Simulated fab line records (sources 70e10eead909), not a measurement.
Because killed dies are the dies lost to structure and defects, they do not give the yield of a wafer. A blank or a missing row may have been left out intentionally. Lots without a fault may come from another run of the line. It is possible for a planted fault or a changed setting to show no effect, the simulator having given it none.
Struck lot and sound lot, side by side ; flow nand-harc ; 14 out of 1159 route steps
Sound: these wafers, L468.3, L468.4, L468.5. Struck: wafers L476.1, L476.3, L476.6. The cause comes at the end.
Per side, at each step with rows, come the tool, then ch with its chambers, and then its first start. Under that, the readings that differ: sound wafers ; struck wafers ; difference of the means ; sigmas: that difference in standard deviations of wafers without a fault.
alike: same words and numbers on both sides, and readings whose means sit less than 2 such deviations apart. not compared: any withheld reading, any reading some wafer has no value for, any bound like >300 that may hide the same value, and any number with overlapping values for which the record gives no deviation.
The two part at a step that has a row with sigmas, a row that says differs or no value, or rows on one side only. When numbers do not overlap yet have no deviation, they are printed without sigmas and do not part them. Lack of a reading on every wafer of one side parts them only where that side has two or more wafers.

first, 1 step without rows for these wafers: NHARC_A_ONON_D1_DEP_00 (target thk 1000 nm).
NHARC_A_ONON_D1_THK_MEAS_02: measures by ellipsometry.
  sound: film-metro-02 at day 8 06:57; struck: film-metro-01 at day 10 15:28
  alike: thk-nm
after that, 1 step with no rows for these wafers: NHARC_A_ONON_D1_DEP_03 (target thk 1000 nm).
NHARC_A_ONON_D1_THK_MEAS_05: measures by ellipsometry.
  sound: film-metro-01 at day 8 07:31; struck: film-metro-01 at day 10 16:02
  alike: thk-nm
after that, 1 step with no rows for these wafers: NHARC_A_ONON_D1_DEP_06 (target thk 1000 nm).
NHARC_A_ONON_D1_THK_MEAS_08: measures by ellipsometry.
  sound: film-metro-02 at day 8 08:05; struck: film-metro-02 at day 10 16:36
  alike: thk-nm
after that, 1 step with no rows for these wafers: NHARC_A_ONON_D1_DEP_09 (target thk 1000 nm).
NHARC_A_ONON_D1_THK_MEAS_11: measures by ellipsometry.
  sound: film-metro-02 at day 8 08:38; struck: film-metro-01 at day 10 17:10
reading;sound;struck;difference;sigmas
thk-nm (nm);996 995 994;1016 1014 1014;+20;+2
after that, 1 step with no rows for these wafers: NHARC_A_ONON_D1_DEP_12 (target thk 1000 nm).
NHARC_A_ONON_D1_THK_MEAS_14: measures by ellipsometry.
  sound: film-metro-02 at day 8 09:12; struck: film-metro-02 at day 10 17:44
reading;sound;struck;difference;sigmas
thk-nm (nm);976 978 976;1002 1002 1002;+25;+3
then, 1 step without rows for these wafers: NHARC_A_ONON_D1_ANNEAL_15 (time 3600 s).
NHARC_A_ONON_D1_DEP_16: target thk 1000 nm.
  sound on pecvd-onon-04 ch 0, day 8 20:07; struck on pecvd-onon-02 ch 0, day 11 01:13
NHARC_A_ONON_D1_THK_MEAS_18: measures by ellipsometry.
  sound: film-metro-01 at day 8 20:31; struck: film-metro-01 at day 11 01:54
reading;sound;struck;difference;sigmas
thk-nm (nm);994 995 992;1848 1847 1847;+854;+99 or more
  not compared: hold
after that, 1 step had no rows for these wafers: NHARC_END_SORT_01.

WHERE THEY PART
Last at NHARC_A_ONON_D1_THK_MEAS_18 as far as this record goes, first at NHARC_A_ONON_D1_THK_MEAS_11.

WHY: what the simulator had put in
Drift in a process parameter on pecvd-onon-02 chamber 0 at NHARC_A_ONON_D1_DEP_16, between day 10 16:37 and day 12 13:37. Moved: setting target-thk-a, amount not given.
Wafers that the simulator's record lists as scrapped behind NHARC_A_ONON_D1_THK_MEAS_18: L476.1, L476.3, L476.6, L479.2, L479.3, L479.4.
